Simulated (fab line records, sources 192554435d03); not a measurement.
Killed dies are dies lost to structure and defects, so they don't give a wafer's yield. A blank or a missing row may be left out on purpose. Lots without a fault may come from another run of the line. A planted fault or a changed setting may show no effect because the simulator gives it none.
fab line records | flow n5_finfet
record lots=24 wafers=72 last_day=17
route steps=1938 shown BEOL_M2@891 BEOL_M3@948
lots that met no fault: from a run of the same line without faults
start_h: hours from the record's first day to the start of the lot's first wafer shown | wait_h: hours since the lot's step before | " the same as in the row above | L1.1+2: a row that stands for several wafers | - no value, or no start given | * or withheld: withheld | < > ~ a bound
route shown NAME@n: a module of which the file shows steps, and the number in the route of the first | usual: mean/standard deviation of fault-free wafers | same: alike in all rows | chamber/n: place in a boat | sites: the reading at each site | _std_site: their standard deviation | _edge_site: outer sites' mean less inner sites' | radius_mm: how far each site lies from the wafer's centre | mask NAME#n: copy n | behind: the tool/chamber that last shaped the wafer | hold: why the lot was held/for how many hours/how that ended | device: the transistor (n, p or np) that didn't switch | end of line: the same wafers' tests at the end of the route | a step without rows: its recipe alone | killed: dies lost to structure and defects at the first sort, not the wafer's yield | map: a wafer's dies, x killed, . not, _ none there
set.NAME: the setting as run; set.NAME@STEP: as run at that earlier step | model.NAME: the simulator's own value behind a step, which no gauge read
steps of the route over a sample of lots; a table a step, a row a wafer
services: from which hour (start_h, from the record's first day; less than 0 if before it) a tool's chamber was out of use, for how many hours, and why
## steps
# step N5_BEOL_M2_ETCH_41
# recipe chemistry=CH3F/O2 target=SiCN target_depth_a=299 taper_deg=2 time_s=52.5 ion_energy_ev=120 mask_material=TiN pressure_mtorr=30 source_w=395 bias_w=75 Ar_flow_sccm=150 CH3F_flow_sccm=30 O2_flow_sccm=20
# usual drypump_motor_current_A=5.8/0.4 oes_product_au=0.80/0.088 rf_vpp_V=297.3/1.6 showerhead_plenum_p_Torr=2.00/0.064 throttle_valve_pct=16.26/0.23
# columns lot.wafer tool chamber start_h wait_h drypump_motor_current_A oes_product_au rf_hours_counter_h rf_vpp_V showerhead_plenum_p_Torr throttle_valve_pct
L075.2 rie_diel-05 1 - - 5.8 0.95 4 296.5 1.96 16.19
L075.4 " 2 " " 5.2 0.80 95 296.0 1.94 15.95
L075.5 " 2 " " 5.2 0.80 - 297.0 1.94 15.93
L074.1 rie_diel-04 2 - - 5.9 0.67 232 296.3 1.90 16.32
L074.3 " 0 " " 5.7 1.00 1 297.2 1.97 16.32
L074.5 " 0 " " 5.7 1.02 - 296.8 1.97 16.31
L076.1 rie_diel-04 0 - - 5.6 0.99 4 297.3 1.97 16.31
L076.2 " 2 " " 5.9 0.67 236 294.3 1.90 16.34
L076.3 " 1 " " 6.4 0.90 23 300.4 2.12 16.33
L077.1 rie_diel-03 2 - - 6.6 0.86 41 297.3 1.96 16.07
L077.2 " 1 " " 5.2 0.72 212 297.5 1.99 16.38
L077.4 " 1 " " 5.2 0.73 - 297.5 1.99 16.39
L078.1 rie_diel-03 0 - - 5.8 0.88 36 297.2 1.96 16.30
L078.5 " 0 " " 5.8 0.88 - 297.3 1.96 16.31
L078.6 " 3 " " 6.3 0.71 - 297.7 1.97 16.45
L079.2 rie_diel-03 0 - - 5.8 0.87 39 296.3 1.96 16.32
L079.3 " 2 " " 6.6 0.85 51 296.3 1.96 16.11
L079.5 " 3 " " 6.3 0.70 - 297.2 1.97 16.44
L080.2 rie_diel-04 1 - - 6.4 0.90 31 299.2 2.12 16.35
L080.3 " 3 " " 6.0 0.70 223 297.0 2.06 16.70
L080.6 " 3 " " 6.0 0.69 - 299.2 2.06 16.71
L082.1 rie_diel-05 2 - - 5.2 0.77 112 295.4 1.93 15.97
L082.3 " 3 " " 5.6 0.72 200 298.2 2.05 16.44
L082.6 " 3 " " 5.6 0.72 - 298.5 2.05 16.44
L081.1 rie_diel-05 0 - - 5.5 0.85 55 298.1 2.05 15.88
L081.3 " 3 " " 5.6 0.72 200 300.0 2.05 16.45
L081.6 " 2 " " 5.2 0.77 - 296.6 1.93 15.97
L083.3 rie_diel-05 3 - - 5.6 0.72 202 298.6 2.05 16.44
L083.4 " 1 " " 5.8 0.88 24 294.7 1.96 16.23
L083.6 " 0 " " 5.5 0.86 - 297.5 2.05 15.88
L084.1 rie_diel-04 1 - - 6.4 0.89 35 299.4 2.12 16.37
L084.5 " 3 " " 6.0 0.70 - 299.0 2.06 16.71
L084.6 " 0 " " 5.7 0.93 - 296.3 1.96 16.35
L085.1 rie_diel-05 3 - - 5.6 0.71 208 298.6 2.05 16.45
L085.4 " 0 " " 5.5 0.86 62 298.2 2.05 15.91
L085.6 " 3 " " 5.6 0.71 - 298.1 2.05 16.43
L086.1 rie_diel-05 3 - - 5.6 0.71 208 299.9 2.05 16.45
L086.4 " 0 " " 5.5 0.86 63 297.4 2.05 15.90
L086.5 " 1 " " 5.8 0.88 - 295.9 1.96 16.24
L087.1 rie_diel-05 2 - - 5.2 0.77 124 295.8 1.93 16.00
L087.3 " 3 " " 5.6 0.71 210 298.7 2.05 16.46
L087.5 " 0 " " 5.5 0.85 - 297.8 2.04 15.90
L088.1 rie_diel-05 3 - - 5.6 0.72 211 299.9 2.05 16.46
L088.2 " 0 " " 5.5 0.85 65 297.4 2.04 15.90
L088.4 " 1 " " 5.8 0.88 34 297.3 1.96 16.25
L089.1 rie_diel-05 2 - - 5.2 0.75 131 295.4 1.93 16.02
L089.3 " 0 " " 5.5 0.83 70 297.0 2.04 15.93
L089.6 " 3 " " 5.7 0.69 - 298.7 2.05 16.46
L090.1 rie_diel-04 0 - - 5.6 0.92 26 295.6 1.96 16.36
L090.4 " 2 " " 5.9 0.97 10 299.3 2.14 15.88
L090.6 " 0 " " 5.7 0.92 - 297.1 1.96 16.36
L091.4 rie_diel-05 3 - - 5.6 0.70 219 300.1 2.04 16.47
L091.5 " 0 " " 5.5 0.83 - 298.0 2.04 15.92
L091.6 " 1 " " 5.8 0.85 - 296.6 1.95 16.28
L092.1 rie_diel-04 0 - - 5.7 0.89 36 297.3 1.96 16.38
L092.2 " 2 " " 5.9 0.94 20 300.4 2.14 15.90
L092.4 " 2 " " 5.9 0.94 - 299.6 2.14 15.90
L093.1 rie_diel-05 3 - - 5.6 0.70 226 298.3 2.04 16.49
L093.4 " 3 " " 5.6 0.70 - 297.6 2.04 16.49
L093.5 " 1 " " 5.8 0.84 - 297.0 1.95 16.27
L094.4 rie_diel-04 2 - - 5.9 0.94 - 300.2 2.14 15.89
L094.5 " 0 " " 5.7 0.89 - 295.5 1.96 16.39
L094.6 " 1 " " 6.4 0.84 - 299.8 2.11 16.42
L095.1 rie_diel-03 3 - - 6.3 0.68 253 297.9 1.96 16.51
L095.3 " 0 " " 5.8 0.83 63 296.4 1.96 16.36
L095.6 " 2 " " 6.5 0.82 - 295.6 1.95 16.16
L096.1 rie_diel-03 2 - - 6.6 0.80 85 294.5 1.95 16.16
L096.5 " 0 " " 5.8 0.83 - 297.2 1.96 16.37
L096.6 " 2 " " 6.6 0.80 - 295.2 1.95 16.19
L097.1 rie_diel-05 0 - - 5.5 0.82 79 298.7 2.04 15.94
L097.2 " 3 " " 5.6 0.69 231 298.4 2.04 16.50
L097.6 " 3 " " 5.6 0.69 - 298.9 2.04 16.50
# step N5_BEOL_M2_ANNEAL_89
# recipe temp_c=400 time_s=240 ambient=vacuum
# usual heater_power_w=806/60
# columns lot.wafer tool chamber start_h wait_h heater_power_w
L075.2 pvd_sputter-01 - 137.51 0.0 731
L075.4 " - " " 807
L075.5 " - " " 833
L074.1 pvd_sputter-03 - 140.70 0.0 879
L074.3 " - " " 770
L074.5 " - " " 798
L076.1 pvd_sputter-02 - 149.72 0.0 715
L076.2 " - " " 743
L076.3 " - " " 747
L077.1 pvd_sputter-01 - 153.97 0.0 907
L077.2 " - " " 828
L077.4 " - " " 795
L078.1 pvd_sputter-03 - 170.97 0.0 802
L078.5 " - " " 892
L078.6 " - " " 780
L079.2 pvd_sputter-03 - 179.46 0.0 781
L079.3 " - " " 881
L079.5 " - " " 904
L080.2 pvd_sputter-02 - 182.88 0.0 727
L080.3 " - " " 774
L080.6 " - " " 775
L082.1 pvd_sputter-01 - 185.85 0.0 819
L082.3 " - " " 800
L082.6 " - " " 717
L081.1 pvd_sputter-02 - 188.34 0.0 715
L081.3 " - " " 786
L081.6 " - " " 718
L083.3 pvd_sputter-02 - 191.14 0.0 696
L083.4 " - " " 752
L083.6 " - " " 764
L084.1 pvd_sputter-03 - 192.32 0.0 908
L084.5 " - " " 762
L084.6 " - " " 877
L085.1 pvd_sputter-03 - 208.75 0.0 786
L085.4 " - " " 768
L085.6 " - " " 878
L086.1 pvd_sputter-02 - 212.53 0.0 786
L086.4 " - " " 694
L086.5 " - " " 711
L087.1 pvd_sputter-01 - 214.69 0.0 834
L087.3 " - " " 900
L087.5 " - " " 729
L088.1 pvd_sputter-01 - 221.26 0.0 872
L088.2 " - " " 815
L088.4 " - " " 801
L090.1 pvd_sputter-02 - 235.64 0.0 762
L090.4 " - " " 690
L090.6 " - " " 769
L089.1 pvd_sputter-01 - 238.42 0.0 719
L089.3 " - " " 797
L089.6 " - " " 890
L091.4 pvd_sputter-01 - 243.24 0.0 739
L091.5 " - " " 880
L091.6 " - " " 814
L092.1 pvd_sputter-02 - 261.39 0.0 768
L092.2 " - " " 769
L092.4 " - " " 709
L093.1 pvd_sputter-01 - 261.77 0.0 758
L093.4 " - " " 784
L093.5 " - " " 794
L094.4 pvd_sputter-03 - 261.98 0.0 865
L094.5 " - " " 778
L094.6 " - " " 900
L095.1 pvd_sputter-01 - 266.39 0.0 826
L095.3 " - " " 755
L095.6 " - " " 734
L096.1 pvd_sputter-01 - 270.17 0.0 879
L096.5 " - " " 806
L096.6 " - " " 835
L097.1 pvd_sputter-01 - 272.43 0.0 834
L097.2 " - " " 804
L097.6 " - " " 817
# step N5_BEOL_M2_THK_MEAS_53
# recipe thk_meas_gauge=xrf reads=Cu_of_BEOL_M2_ECD_50
# usual M2_THK=39.5/1.7
# columns lot.wafer tool chamber start_h wait_h M2_THK[nm]
L075.2 film_metro-01 - 139.31 - 39.1
L075.4 " - " " 38.6
L075.5 " - " " 38.8
L074.1 film_metro-02 - 142.38 - 37.6
L074.3 " - " " 40.7
L074.5 " - " " 39.8
L076.1 film_metro-01 - 151.31 - 41.4
L076.2 " - " " 40.0
L076.3 " - " " 39.2
L077.1 film_metro-01 - 155.83 - 40.8
L077.2 " - " " 41.9
L077.4 " - " " 39.4
L078.1 film_metro-02 - 173.00 - 40.3
L078.5 " - " " 40.5
L078.6 " - " " 39.8
L079.2 film_metro-01 - 181.05 - 41.1
L079.3 " - " " 41.2
L079.5 " - " " 41.2
L080.2 film_metro-02 - 184.46 - 40.4
L080.3 " - " " 40.1
L080.6 " - " " 39.2
L082.1 film_metro-02 - 187.44 - 36.2
L082.3 " - " " 39.8
L082.6 " - " " 39.4
L081.1 film_metro-01 - 189.92 - 40.5
L081.3 " - " " 38.9
L081.6 " - " " 36.3
L083.3 film_metro-01 - 192.72 - 40.5
L083.4 " - " " 35.5
L083.6 " - " " 40.1
L084.1 film_metro-01 - 193.90 - 40.5
L084.5 " - " " 39.5
L084.6 " - " " 41.5
L085.1 film_metro-01 - 210.34 - 42.4
L085.4 " - " " 41.4
L085.6 " - " " 41.3
L086.1 film_metro-01 - 214.12 - 40.8
L086.4 " - " " 41.6
L086.5 " - " " 39.3
L087.1 film_metro-01 - 216.28 - 37.6
L087.3 " - " " 41.0
L087.5 " - " " 42.4
L088.1 film_metro-02 - 222.85 - 40.0
L088.2 " - " " 42.3
L088.4 " - " " 39.0
L090.1 film_metro-01 - 237.24 - 41.3
L090.4 " - " " 41.7
L090.6 " - " " 41.9
L089.1 film_metro-02 - 240.01 - 36.5
L089.3 " - " " 38.6
L089.6 " - " " 36.4
L091.4 film_metro-02 - 244.83 - 39.7
L091.5 " - " " 39.0
L091.6 " - " " 37.5
L092.1 film_metro-01 - 262.97 - 40.6
L092.2 " - " " 40.8
L092.4 " - " " 41.7
L093.1 film_metro-02 - 263.44 - 40.0
L093.4 " - " " 40.7
L093.5 " - " " 39.2
L094.4 film_metro-02 - 263.63 - 40.3
L094.5 " - " " 37.3
L094.6 " - " " 38.3
L095.1 film_metro-01 - 268.13 - 38.7
L095.3 " - " " 39.3
L095.6 " - " " 40.8
L096.1 film_metro-02 - 271.82 - 42.4
L096.5 " - " " 42.7
L096.6 " - " " 42.1
L097.1 film_metro-02 - 274.20 - 38.2
L097.2 " - " " 40.0
L097.6 " - " " 38.9
# step N5_BEOL_M2_PRE_CLEAN_60
# recipe gas=NH3/H2 time_s=15 temp_c=* rf_power_w=300
# usual heater_power_w=89/23
# columns lot.wafer tool chamber start_h wait_h heater_power_w
L075.2 cvd_co-02 2 139.41 0.1 92
L075.4 " 1 " " 56
L075.5 " 0 " " 81
L074.1 cvd_co-01 2 142.42 0.0 131
L074.3 " 1 " " 86
L074.5 " 2 " " 129
L076.1 cvd_co-02 2 151.35 0.0 91
L076.2 " 0 " " 83
L076.3 " 1 " " 55
L077.1 cvd_co-02 1 155.87 0.0 54
L077.2 " 0 " " 80
L077.4 " 1 " " 55
L078.1 cvd_co-01 2 173.03 0.0 133
L078.5 " 2 " " 128
L078.6 " 1 " " 85
L079.2 cvd_co-02 2 181.09 0.0 93
L079.3 " 0 " " 82
L079.5 " 1 " " 53
L080.2 cvd_co-02 0 184.51 0.0 79
L080.3 " 2 " " 92
L080.6 " 0 " " 82
L082.1 cvd_co-01 1 187.47 0.0 86
L082.3 " 2 " " 132
L082.6 " 2 " " 133
L081.1 cvd_co-02 1 189.96 0.0 54
L081.3 " 2 " " 92
L081.6 " 0 " " 84
L083.3 cvd_co-02 0 192.76 0.0 82
L083.4 " 0 " " 82
L083.6 " 1 " " 56
L084.1 cvd_co-02 0 193.94 0.0 81
L084.5 " 0 " " 81
L084.6 " 2 " " 92
L085.1 cvd_co-02 0 210.39 0.0 82
L085.4 " 2 " " 90
L085.6 " 0 " " 81
L086.1 cvd_co-01 2 214.16 0.0 133
L086.4 " 0 " " 101
L086.5 " 2 " " 131
L087.1 cvd_co-01 2 216.40 0.1 130
L087.3 " 1 " " 87
L087.5 " 2 " " 132
L088.1 cvd_co-02 2 222.89 0.0 93
L088.2 " 0 " " 82
L088.4 " 0 " " 82
L090.1 cvd_co-01 2 237.28 0.0 133
L090.4 " 2 " " 128
L090.6 " 1 " " 87
L089.1 cvd_co-02 1 240.05 0.0 55
L089.3 " 0 " " 82
L089.6 " 0 " " 82
L091.4 cvd_co-01 1 244.89 0.1 87
L091.5 " 2 " " 129
L091.6 " 0 " " 105
L092.1 cvd_co-02 0 263.01 0.0 81
L092.2 " 2 " " 92
L092.4 " 0 " " 80
L093.1 cvd_co-02 0 263.49 0.0 81
L093.4 " 0 " " 82
L093.5 " 2 " " 91
L094.4 cvd_co-02 1 263.77 0.1 56
L094.5 " 2 " " 92
L094.6 " 0 " " 83
L095.1 cvd_co-01 2 268.17 0.0 130
L095.3 " 1 " " 88
L095.6 " 1 " " 86
L096.1 cvd_co-01 1 271.86 0.0 85
L096.5 " 2 " " 130
L096.6 " 1 " " 89
L097.1 cvd_co-01 1 274.24 0.0 86
L097.2 " 2 " " 129
L097.6 " 2 " " 129
# step N5_BEOL_M3_ETCH_74
# recipe chemistry=N2/H2 target=underlayer target_depth_a=65 mask_material=CAR-EUV time_s=5.2 ion_energy_ev=200 pressure_mtorr=30 source_w=840 bias_w=150 n2_flow_sccm=200 h2_flow_sccm=200 ends=cleared
# usual drypump_motor_current_A=5.9/0.38 etch_rf_on_time_s=5.14/0.13 oes_product_au=0.68/0.078 rf_vpp_V=524.1/3 showerhead_plenum_p_Torr=2.55/0.098 throttle_valve_pct=17.83/0.25
# columns lot.wafer tool chamber start_h wait_h drypump_motor_current_A etch_rf_on_time_s oes_product_au rf_hours_counter_h rf_vpp_V showerhead_plenum_p_Torr throttle_valve_pct
L075.2 rie_diel-06 2 143.11 0.0 5.9 5.10 0.69 88 528.6 2.69 17.96
L075.4 " 0 " " 5.6 5.23 0.64 164 524.3 2.53 17.96
L075.5 " 3 " " 6.4 5.15 0.63 - 526.9 2.61 17.71
L074.1 rie_diel-06 0 143.95 0.0 5.6 5.23 0.63 164 525.2 2.53 17.95
L074.3 " 2 " " 5.9 5.19 0.69 89 526.6 2.69 17.98
L074.5 " 1 " " 6.0 5.23 0.63 - 527.3 2.65 17.83
L076.1 rie_diel-02 1 152.95 0.0 6.4 5.08 0.81 12 521.0 2.49 17.52
L076.2 " 3 " " 5.5 5.16 0.59 236 523.5 2.62 18.07
L076.3 " 0 " " 5.6 5.28 0.61 211 518.0 2.40 17.56
L077.1 rie_diel-02 0 160.26 0.0 5.6 5.31 0.61 214 519.1 2.40 17.54
L077.2 " 3 " " 5.6 5.16 0.59 239 524.8 2.61 18.11
L077.4 " 0 " " 5.6 5.30 0.61 - 520.6 2.40 17.57
L078.1 rie_diel-06 1 174.84 0.0 6.0 5.24 0.63 146 527.9 2.64 17.83
L078.5 " 1 " " 6.1 5.21 0.63 - 530.1 2.64 17.83
L078.6 " 2 " " 5.9 5.09 0.68 - 525.3 2.68 18.02
L079.2 rie_diel-02 2 183.61 0.0 6.0 5.01 0.72 74 522.7 2.46 17.58
L079.3 " 0 " " 5.6 5.26 0.61 222 522.1 2.40 17.59
L079.5 " 2 " " 6.0 5.00 0.72 - 523.3 2.46 17.58
L080.2 rie_diel-02 3 187.42 0.0 5.6 4.99 0.59 249 524.2 2.61 18.13
L080.3 " 1 " " 6.4 4.91 0.81 21 522.3 2.48 17.51
L080.6 " 3 " " 5.6 4.97 0.59 - 526.7 2.61 18.14
L082.1 rie_diel-01 0 189.78 0.0 5.1 5.03 0.76 36 520.5 2.48 17.73
L082.3 " 3 " " 6.2 5.27 0.70 60 527.0 2.70 17.95
L082.6 " 1 " " 5.9 5.24 0.59 - 522.7 2.51 18.58
L081.1 rie_diel-01 3 191.22 0.0 6.2 5.22 0.71 61 530.2 2.70 17.96
L081.3 " 1 " " 5.9 5.21 0.58 244 522.0 2.51 18.59
L081.6 " 0 " " 5.1 5.05 0.77 - 524.3 2.48 17.71
L083.3 rie_diel-02 0 194.70 0.0 5.6 5.25 0.60 227 521.3 2.40 17.58
L083.4 " 0 " " 5.6 5.22 0.61 - 519.1 2.40 17.59
L083.6 " 2 " " 5.9 4.99 0.71 - 519.4 2.46 17.59
L084.1 rie_diel-01 0 195.24 0.0 5.1 4.97 0.77 39 522.0 2.48 17.69
L084.5 " 0 " " 5.1 4.96 0.78 - 522.2 2.48 17.69
L084.6 " 1 " " 5.9 5.18 0.59 - 523.8 2.51 18.57
L085.1 rie_diel-02 1 211.94 0.0 6.4 5.09 0.79 30 523.0 2.48 17.55
L085.4 " 2 " " 5.9 5.08 0.71 - 521.2 2.45 17.56
L085.6 " 0 " " 5.6 5.27 0.59 - 516.7 2.40 17.59
L086.1 rie_diel-02 3 217.05 0.0 5.6 4.93 0.84 2 527.1 2.61 17.73
L086.4 " 1 " " 6.4 5.02 0.77 32 523.0 2.48 17.55
L086.5 " 3 " " 5.5 4.96 0.83 - 526.7 2.61 17.74
L087.1 rie_diel-01 0 222.35 0.0 5.1 5.02 0.75 46 523.1 2.47 17.73
L087.3 " 3 " " 6.2 5.25 0.69 68 525.1 2.69 17.95
L087.5 " 3 " " 6.3 5.27 0.69 - 528.7 2.69 17.95
L088.1 rie_diel-01 2 226.19 0.0 5.7 5.32 0.61 201 526.9 2.65 18.01
L088.2 " 3 " " 6.3 5.26 0.70 70 526.4 2.69 17.97
L088.4 " 0 " " 5.1 4.95 0.76 - 520.9 2.47 17.70
L090.1 rie_diel-02 3 238.71 0.0 5.5 4.94 0.81 9 525.6 2.61 17.77
L090.4 " 2 " " 6.0 4.99 0.69 94 523.2 2.45 17.61
L090.6 " 1 " " 6.3 4.98 0.76 - 521.5 2.48 17.56
L089.1 rie_diel-01 3 242.34 0.0 6.2 5.28 0.68 76 528.7 2.69 17.95
L089.3 " 1 " " 6.0 5.00 0.86 2 523.7 2.51 18.15
L089.6 " 0 " " 5.1 4.97 0.75 - 521.9 2.47 17.75
L091.4 rie_diel-02 1 246.54 0.0 6.3 5.06 0.77 42 521.0 2.47 17.58
L091.5 " 3 " " 5.6 4.99 0.80 - 525.9 2.60 17.75
L091.6 " 0 " " 5.6 5.21 0.60 - 520.5 2.39 17.62
L092.1 rie_diel-06 1 264.00 0.0 6.1 5.22 0.62 172 526.4 2.63 17.89
L092.2 " 3 " " 6.4 5.19 0.59 230 527.5 2.59 17.78
L092.4 " 3 " " 6.4 5.17 0.60 - 525.1 2.59 17.78
L093.1 rie_diel-06 3 267.90 0.0 6.4 5.20 0.60 230 523.8 2.59 17.77
L093.4 " 2 " " 5.9 5.15 0.65 - 525.7 2.67 18.05
L093.5 " 3 " " 6.4 5.20 0.60 - 527.6 2.59 17.76
L094.4 rie_diel-06 2 268.14 0.0 5.9 5.21 0.65 - 528.9 2.67 18.05
L094.5 " 1 " " 6.0 5.31 0.60 - 527.9 2.63 17.86
L094.6 " 3 " " 6.4 5.20 0.60 - 525.8 2.59 17.78
L095.1 rie_diel-02 1 269.57 0.0 6.4 5.02 0.76 48 521.4 2.47 17.58
L095.3 " 3 " " 5.6 4.97 0.78 18 521.7 2.60 17.79
L095.6 " 2 " " 6.0 4.98 0.69 - 522.2 2.45 17.59
L096.1 rie_diel-01 3 274.29 0.0 6.2 5.32 0.67 86 528.4 2.69 17.99
L096.5 " 3 " " 6.3 5.29 0.67 - 528.1 2.69 17.99
L096.6 " 2 " " 5.6 5.46 0.60 - 526.8 2.64 18.05
L097.1 rie_diel-01 0 277.17 0.0 5.1 5.01 0.74 64 520.4 2.47 17.75
L097.2 " 2 " " 5.6 5.44 0.60 217 524.6 2.64 18.03
L097.6 " 3 " " 6.2 5.34 0.67 - 527.0 2.69 17.98
# step N5_BEOL_M3_ETCH_63
# recipe chemistry=CF4 target=SiARC target_depth_a=156 mask_material=CAR-EUV time_s=26 ion_energy_ev=80 pressure_mtorr=40 source_w=545 bias_w=36 Ar_flow_sccm=100 cf4_flow_sccm=100 ends=cleared
# usual drypump_motor_current_A=5.9/0.38 etch_rf_on_time_s=25.8/0.65 oes_product_au=0.68/0.078 rf_vpp_V=184.2/1.2 showerhead_plenum_p_Torr=2.15/0.072 throttle_valve_pct=15.60/0.18
# columns lot.wafer tool chamber start_h wait_h drypump_motor_current_A etch_rf_on_time_s oes_product_au rf_hours_counter_h rf_vpp_V showerhead_plenum_p_Torr throttle_valve_pct
L075.2 rie_diel-06 2 143.12 0.0 5.9 25.1 0.69 88 186.8 2.25 15.63
L075.4 " 0 " " 5.6 25.9 0.64 164 184.9 2.15 15.74
L075.5 " 3 " " 6.4 25.7 0.63 - 185.4 2.20 15.65
L074.1 rie_diel-06 0 143.97 0.0 5.6 25.7 0.65 164 184.3 2.15 15.73
L074.3 " 2 " " 5.8 25.2 0.69 89 186.4 2.25 15.64
L074.5 " 1 " " 6.0 25.9 0.64 - 184.3 2.25 15.66
L076.1 rie_diel-02 1 152.97 0.0 6.4 24.9 0.83 12 183.3 2.11 15.36
L076.2 " 3 " " 5.5 25.5 0.59 236 184.8 2.18 15.79
L076.3 " 0 " " 5.6 26.4 0.61 211 181.8 2.05 15.55
L077.1 rie_diel-02 0 160.28 0.0 5.6 26.7 0.61 214 182.8 2.05 15.55
L077.2 " 3 " " 5.6 25.9 0.59 239 183.7 2.18 15.77
L077.4 " 0 " " 5.7 26.7 0.61 - 183.6 2.05 15.56
L078.1 rie_diel-06 1 174.86 0.0 6.0 26.1 0.62 146 183.7 2.24 15.68
L078.5 " 1 " " 6.0 26.4 0.62 - 186.1 2.24 15.66
L078.6 " 2 " " 5.9 25.6 0.68 - 186.6 2.25 15.64
L079.2 rie_diel-02 2 183.63 0.0 6.0 24.9 0.72 74 185.1 2.09 15.40
L079.3 " 0 " " 5.6 26.5 0.60 222 182.6 2.04 15.57
L079.5 " 2 " " 5.9 24.9 0.72 - 184.0 2.09 15.40
L080.2 rie_diel-02 3 187.44 0.0 5.6 25.4 0.59 249 185.0 2.17 15.80
L080.3 " 1 " " 6.4 25.0 0.81 21 184.0 2.11 15.36
L080.6 " 3 " " 5.6 25.4 0.58 - 183.7 2.17 15.79
L082.1 rie_diel-01 0 189.80 0.0 5.1 25.4 0.76 36 183.3 2.09 15.54
L082.3 " 3 " " 6.2 26.2 0.70 60 184.4 2.26 15.49
L082.6 " 1 " " 5.9 26.1 0.59 - 183.7 2.10 16.18
L081.1 rie_diel-01 3 191.24 0.0 6.2 26.3 0.70 61 185.5 2.26 15.50
L081.3 " 1 " " 5.9 25.9 0.59 244 184.1 2.10 16.17
L081.6 " 0 " " 5.1 25.1 0.76 - 182.7 2.09 15.53
L083.3 rie_diel-02 0 194.72 0.0 5.6 26.0 0.61 227 183.3 2.04 15.59
L083.4 " 0 " " 5.6 26.3 0.60 - 184.0 2.04 15.58
L083.6 " 2 " " 5.9 24.6 0.72 - 183.3 2.08 15.39
L084.1 rie_diel-01 0 195.26 0.0 5.1 25.3 0.77 39 183.5 2.09 15.54
L084.5 " 0 " " 5.1 25.4 0.76 - 182.3 2.09 15.56
L084.6 " 1 " " 6.0 26.2 0.59 - 185.8 2.10 16.17
L085.1 rie_diel-02 1 211.96 0.0 6.4 25.0 0.79 30 183.4 2.11 15.38
L085.4 " 2 " " 5.9 24.9 0.71 - 184.2 2.08 15.42
L085.6 " 0 " " 5.6 26.4 0.61 - 184.7 2.04 15.61
L086.1 rie_diel-02 3 217.06 0.0 5.5 24.9 0.84 2 184.5 2.17 15.33
L086.4 " 1 " " 6.3 25.0 0.79 32 182.3 2.11 15.40
L086.5 " 3 " " 5.5 24.9 0.83 - 185.8 2.17 15.34
L087.1 rie_diel-01 0 222.37 0.0 5.1 25.2 0.76 46 183.5 2.09 15.58
L087.3 " 3 " " 6.2 26.6 0.69 68 185.4 2.26 15.51
L087.5 " 3 " " 6.2 26.5 0.70 - 187.1 2.26 15.51
L088.1 rie_diel-01 2 226.21 0.0 5.7 26.8 0.62 201 183.4 2.22 15.70
L088.2 " 3 " " 6.2 26.7 0.68 70 186.3 2.26 15.52
L088.4 " 0 " " 5.1 25.6 0.75 - 184.0 2.09 15.58
L090.1 rie_diel-02 3 238.73 0.0 5.5 25.1 0.80 9 184.0 2.17 15.37
L090.4 " 2 " " 5.9 25.3 0.70 94 182.5 2.08 15.42
L090.6 " 1 " " 6.4 24.9 0.78 - 182.4 2.10 15.40
L089.1 rie_diel-01 3 242.36 0.0 6.2 26.7 0.68 76 185.1 2.25 15.53
L089.3 " 1 " " 5.9 25.4 0.87 2 182.9 2.09 15.70
L089.6 " 0 " " 5.1 25.7 0.74 - 183.9 2.09 15.59
L091.4 rie_diel-02 1 246.56 0.0 6.4 25.2 0.77 42 184.2 2.10 15.40
L091.5 " 3 " " 5.6 25.3 0.80 - 186.4 2.17 15.35
L091.6 " 0 " " 5.6 26.6 0.59 - 182.0 2.04 15.62
L092.1 rie_diel-06 1 264.02 0.0 6.0 26.6 0.60 172 185.5 2.23 15.74
L092.2 " 3 " " 6.4 26.1 0.60 230 184.3 2.18 15.75
L092.4 " 3 " " 6.4 26.0 0.60 - 185.8 2.18 15.74
L093.1 rie_diel-06 3 267.92 0.0 6.4 26.0 0.60 231 186.2 2.18 15.73
L093.4 " 2 " " 5.9 25.6 0.66 - 183.8 2.24 15.70
L093.5 " 3 " " 6.4 25.8 0.60 - 185.3 2.18 15.74
L094.4 rie_diel-06 2 268.16 0.0 5.9 25.9 0.65 - 185.1 2.24 15.70
L094.5 " 1 " " 6.0 26.4 0.60 - 184.3 2.23 15.72
L094.6 " 3 " " 6.5 25.9 0.60 - 184.9 2.18 15.75
L095.1 rie_diel-02 1 269.58 0.0 6.4 24.7 0.77 48 182.8 2.10 15.43
L095.3 " 3 " " 5.5 25.0 0.79 18 185.0 2.17 15.36
L095.6 " 2 " " 5.9 24.9 0.70 - 183.6 2.08 15.44
L096.1 rie_diel-01 3 274.30 0.0 6.2 27.0 0.68 86 185.9 2.25 15.55
L096.5 " 3 " " 6.2 26.7 0.68 - 184.7 2.25 15.53
L096.6 " 2 " " 5.6 27.1 0.61 - 184.4 2.21 15.73
L097.1 rie_diel-01 0 277.19 0.0 5.1 25.4 0.74 64 183.7 2.08 15.60
L097.2 " 2 " " 5.6 27.0 0.60 217 185.9 2.21 15.72
L097.6 " 3 " " 6.2 26.6 0.68 - 184.8 2.25 15.55
## services
# columns tool chamber start_h hours kind
rie_diel-02 1 111.75 17.4 repair
rie_diel-01 3 135.36 4.7 repair
rie_diel-01 0 137.90 2.9 repair
pvd_sputter-03 - 143.41 1.6 repair
rie_diel-03 0 151.36 2.6 repair
rie_diel-02 1 157.42 4.3 repair
rie_diel-04 3 172.52 3.1 repair
rie_diel-01 1 186.73 2.2 repair
rie_diel-02 3 191.24 - clean
rie_diel-02 3 191.24 - consumable_replace:focus_ring
rie_diel-02 3 191.24 21.9 scheduled_down
rie_diel-02 3 191.24 21.9 vent_cycle
rie_diel-01 3 210.45 5.0 repair
rie_diel-01 1 215.71 - clean
rie_diel-01 1 215.71 - consumable_replace:focus_ring
cvd_co-01 0 229.96 8.2 repair
rie_diel-06 0 241.54 35.5 repair
rie_diel-02 0 267.48 - clean
rie_diel-02 0 267.48 - consumable_replace:focus_ring
rie_diel-02 0 267.48 - consumable_replace:showerhead
rie_diel-02 0 267.48 17.7 scheduled_down
rie_diel-02 0 267.48 17.7 vent_cycle
rie_diel-05 1 269.99 15.2 repair
rie_diel-02 1 275.33 12.3 repair
## key
fault none
